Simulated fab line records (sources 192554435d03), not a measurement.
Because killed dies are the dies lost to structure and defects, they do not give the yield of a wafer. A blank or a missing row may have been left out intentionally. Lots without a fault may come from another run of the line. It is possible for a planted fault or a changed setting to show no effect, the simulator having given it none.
A struck lot beside a sound one	flow n5-finfet	16 out of 1938 route steps
Sound: wafers L129.1, L129.3, L129.4. Struck: wafer L135.2. (L135.5, L135.6 of the same lot were not struck and are left out.) The cause comes at the end.
Each step with rows lists, per side, the tool, then ch with its chambers, then its first start. Under that, the readings that differ: sound wafers	struck wafers	difference of the means	sigmas: that difference in standard deviations of wafers without a fault.
alike: same words and numbers on both sides, and readings whose means sit less than 2 such deviations apart. not compared: any withheld reading, any reading some wafer has no value for, any bound like >300 that may hide the same value, and any number with overlapping values for which the record gives no deviation.
Wherever a step has rows on one side only, a row that says differs or no value, or a row with sigmas, the two part there. Numbers that have no deviation but don't overlap get no sigmas and don't part them. Lack of a reading on every wafer of one side parts them only where that side has two or more wafers.

N5_FIN_SAQP_ETCH_34: etches SiO2 in C4F6/O2, target depth 45 nm, time 15 s.
  sound on rie-diel-04 ch 0,1,2, day 3 19:36; struck on rie-diel-04 ch 2, day 5 09:08
  alike: chamber-pressure-mTorr, drypump-motor-current-A, etch-rf-on-time-s, oes-product-au, rf-vpp-V, showerhead-plenum-p-Torr, throttle-valve-pct
  not compared: rf-hours-counter-h
N5_FIN_SAQP_STRIP_77: strips in N2/H2, time 90 s.
  sound on rie-diel-04 ch 0,1,2, day 3 19:37; struck on rie-diel-04 ch 2, day 5 09:09
  alike: chamber-pressure-mTorr, drypump-motor-current-A, oes-product-au, rf-vpp-V, showerhead-plenum-p-Torr, throttle-valve-pct
  not compared: rf-hours-counter-h
N5_FIN_SAQP_HM_CD_35: target cd 8 nm.
  struck on cd-sem-02, day 5 09:17; sound on cd-sem-01, day 3 19:44
reading	sound	struck	difference	sigmas
cd-nm (nm)	8.00 7.69 8.35	8.54	+0.53	+2
N5_FIN_SAQP_ETCH_64: etches SiO2 in CF4, target depth 1.5 nm.
  sound on rie-si-06 ch 1,2,3, day 3 19:47; struck on rie-si-01 ch 0, day 5 09:19
  alike: chamber-pressure-mTorr, drypump-motor-current-A, oes-product-au, throttle-valve-pct
  not compared: rf-hours-counter-h
N5_FIN_SAQP_FIN_ETCH_36: etches the open film in HBr/Cl2/O2, target depth 120 nm, time 50.4 s.
  sound on rie-si-06 ch 1,2,3, day 3 19:49; struck on rie-si-01 ch 0, day 5 09:20
  alike: HBr_flow_sccm, chamber-pressure-mTorr, drypump-motor-current-A, oes-product-au, throttle-valve-pct
  not compared: rf-hours-counter-h
N5_FIN_SAQP_CD_MEAS_37: target cd 8 nm.
  struck on cd-sem-02, day 5 09:28; sound on cd-sem-02, day 3 19:56
  alike: cd-nm
then, 3 steps without rows for these wafers: N5_FIN_SAQP_PRECLEAN_38 (cleans in O3/DIW, time 45 s); N5_FIN_SAQP_PRECLEAN_45 (cleans in dHF, time 10 s); N5_FIN_SAQP_SRD_39 (time 30 s).
N5_FIN_SAQP_OCD_MEAS_76:
  struck on ocd-01, day 5 09:34; sound on ocd-02, day 3 20:02
  alike: trench-depth-nm
N5_FIN_SAQP_INSPECT_40: inspects for defects (brightfield).
  struck on defect-inspect-01, day 5 09:35; sound on defect-inspect-02, day 3 20:04
  alike: raw-defect-count
then, 1 step without rows for these wafers: N5_FIN_CUT_COAT_18 (time 60 s, resist thk 230 nm).
N5_FIN_CUT_COAT_19: time 60 s, resist thk 20 nm.
  sound on litho-track-01 ch 0, day 3 20:06; struck on litho-track-04 ch 0, day 5 09:38
reading	sound	struck	difference	sigmas
run-length-s (s)	66.1 66.3 66.0	71.7	+5.6	+19
  alike: chill-plate-temp-C
then, 1 step without rows for these wafers: N5_FIN_CUT_COAT_29 (time 60 s, resist thk 10 nm).
-- record jumps: 6 days separate the struck wafers' starts on either side; left off in module FIN_CUT, taken up again in module BEOL_M4, whose first shown step is the route's number 1111 --
N5_BEOL_M4_RC_MEAS_101:
  sound on prober-01 ch 0, day 9 22:17; struck on prober-01 ch 0, day 11 00:38
reading	sound	struck	difference	sigmas
DIBL_N (mV/V)	37.6 36.7 35.5	33.1	-3.5	-3
IOFF_N (nA/um)	0.188 0.165 0.146	0.116	-0.050	-2
IOFF_P (nA/um)	0.27 0.25 0.23	0.18	-0.07	-2
  alike: DIBL_P, ION_N, ION_P, SS_N, SS_P, VT_N, VT_P
-- here the record skips 5 days between the struck wafers' starts before and after, leaving off in module BEOL_M4 and picking up in module PASSIVATION (first step shown: number 1936 of the route) --
N5_PASSIVATION_PROBE_49:
  struck on prober-02, day 15 17:02; sound on prober-01, day 14 11:43
  alike: defect-limited-yield, killed_at_M0_to_M3, killed_at_M4_up, killed-at-contacts, killed-at-front-end, killed-at-other, killed-dies, killed-on-rim, killed-open, killed-short, sort_bin_5_function, sort_bin_6_memory, sort-n-pass, sort-yield-pct

WHERE THEY PART
First at N5_FIN_SAQP_HM_CD_35; last, within this record, at N5_BEOL_M4_RC_MEAS_101. Later steps at which nothing parts them and some readings are alike: N5_PASSIVATION_PROBE_49.

WHY: what the simulator had put in
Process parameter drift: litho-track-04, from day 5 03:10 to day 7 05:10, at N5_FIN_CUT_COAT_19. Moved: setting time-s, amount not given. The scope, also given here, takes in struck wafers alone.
